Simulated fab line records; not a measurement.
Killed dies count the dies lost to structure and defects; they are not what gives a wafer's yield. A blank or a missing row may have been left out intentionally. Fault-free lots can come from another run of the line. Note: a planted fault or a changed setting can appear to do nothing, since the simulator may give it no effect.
Matching of chambers + flow nandHarc + NHARC_A_STAIRCASE_CMP_152 on cmp-04 has 4 sister chambers
The step polishes. 8 wafers are shown with their chamber, then 8 later ones without.

EACH WAFER AND ITS CHAMBER
| wafer  | chamber | motorCurrentA (A) | slurryFlowMlMin |
|--------|---------|-------------------|-----------------|
| L078.4 | 1       | 12.3              | 150.0           |
| L084.1 | 0       | 11.3              | 150.3           |
| L086.1 | 3       | 12.3              | 150.0           |
| L086.2 | 0       | 11.1              | 149.8           |
| L085.1 | 3       | 12.2              | 150.4           |
| L085.3 | 1       | 11.8              | 150.6           |
| L085.6 | 2       | 14.5              | 149.8           |
| L089.2 | 2       | 13.4              | 149.6           |

WAFERS WHOSE CHAMBER IS MISSING
| wafer  | motorCurrentA (A) | slurryFlowMlMin |
|--------|-------------------|-----------------|
| L089.4 | 12.2              | 150.3           |
| L089.5 | 12.5              | 149.7           |
| L095.2 | 11.1              | 149.1           |
| L095.4 | 14.0              | 149.9           |
| L095.6 | 14.1              | 150.3           |
| L097.2 | 12.5              | 150.0           |
| L097.4 | 12.2              | 149.8           |
| L097.6 | 12.4              | 149.9           |

WHICH CHAMBER EACH ONE RAN IN
| wafer  | from the rows above               | in truth |
|--------|-----------------------------------|----------|
| L089.4 | can't be placed: 3 or 1           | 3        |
| L089.5 | can't be placed: 3 or 1 or 0 or 2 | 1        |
| L095.2 | can't be placed: 0 or 3 or 1      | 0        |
| L095.4 | 2                                 | 2        |
| L095.6 | 2                                 | 2        |
| L097.2 | can't be placed: 3 or 1           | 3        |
| L097.4 | can't be placed: 3 or 1 or 0      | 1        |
| L097.6 | can't be placed: 3 or 1 or 0      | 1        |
Correct placement for 2 of the 8. Not placeable from these rows: 6 (in 6, the candidates include the true chamber). Wrongly placed: 0.
How it was worked out, from the rows above alone: a wafer's distance from a chamber is the root of the sum, over the readings, of the square of ((its reading less the chamber's mean) divided by the reading's scatter). If the next closest chamber is less than 2 further off than the closest, the wafer can't be placed; otherwise it belongs to the closest. For every chamber, the mean is computed from those of its wafers that are shown. The scatter: take each reading less its chamber's mean, square it, sum over the shown wafers, divide by the number of wafers less the number of chambers, and take the root.
